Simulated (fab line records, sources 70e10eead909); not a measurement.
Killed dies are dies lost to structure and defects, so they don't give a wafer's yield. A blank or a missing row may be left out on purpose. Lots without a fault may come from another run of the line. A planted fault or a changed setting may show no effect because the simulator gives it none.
Chamber matching | flow nand_harc | NHARC_A_STAIRCASE_DEP_280 on pecvd-03: 3 sister chambers
The step deposits SiON, target thk 30 nm. 6 wafers are shown with their chamber, then 8 later ones without.

WAFERS WITH THEIR CHAMBER
wafer  | chamber | heater_power_w (W)
L081.5 | 2       | 762
L081.6 | 1       | 707
L084.1 | 0       | 892
L084.3 | 1       | 719
L084.6 | 2       | 643
L088.2 | 0       | 844

WAFERS WITHOUT THEIR CHAMBER
wafer  | heater_power_w (W)
L088.4 | 766
L088.5 | 654
L093.1 | 904
L093.4 | 688
L093.6 | 912
L096.2 | 672
L096.5 | 670
L096.6 | 788

WHICH CHAMBER EACH WENT THROUGH
wafer  | from the rows above          | in truth
L088.4 | can't be placed: 1 or 2 or 0 | 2
L088.5 | can't be placed: 2 or 1      | 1
L093.1 | 0                            | 0
L093.4 | can't be placed: 2 or 1      | 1
L093.6 | 0                            | 0
L096.2 | can't be placed: 2 or 1      | 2
L096.5 | can't be placed: 2 or 1      | 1
L096.6 | can't be placed: 1 or 0 or 2 | 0
Placed correctly: 2 of 8. Can't be placed from these rows: 6 (the true chamber is among the candidates in 6). Placed wrongly: 0.
How it was worked out, from the rows above alone: a wafer's distance from a chamber is the root of the sum, over the readings, of the square of ((its reading less the chamber's mean) divided by the reading's scatter). The wafer belongs to the nearest chamber; if the next one is less than 2 further off, it can't be placed. A chamber's mean is the mean of its shown wafers. The scatter: the root of (the sum of the squares of (reading less its chamber's mean) over the shown wafers, divided by (wafers less chambers)).
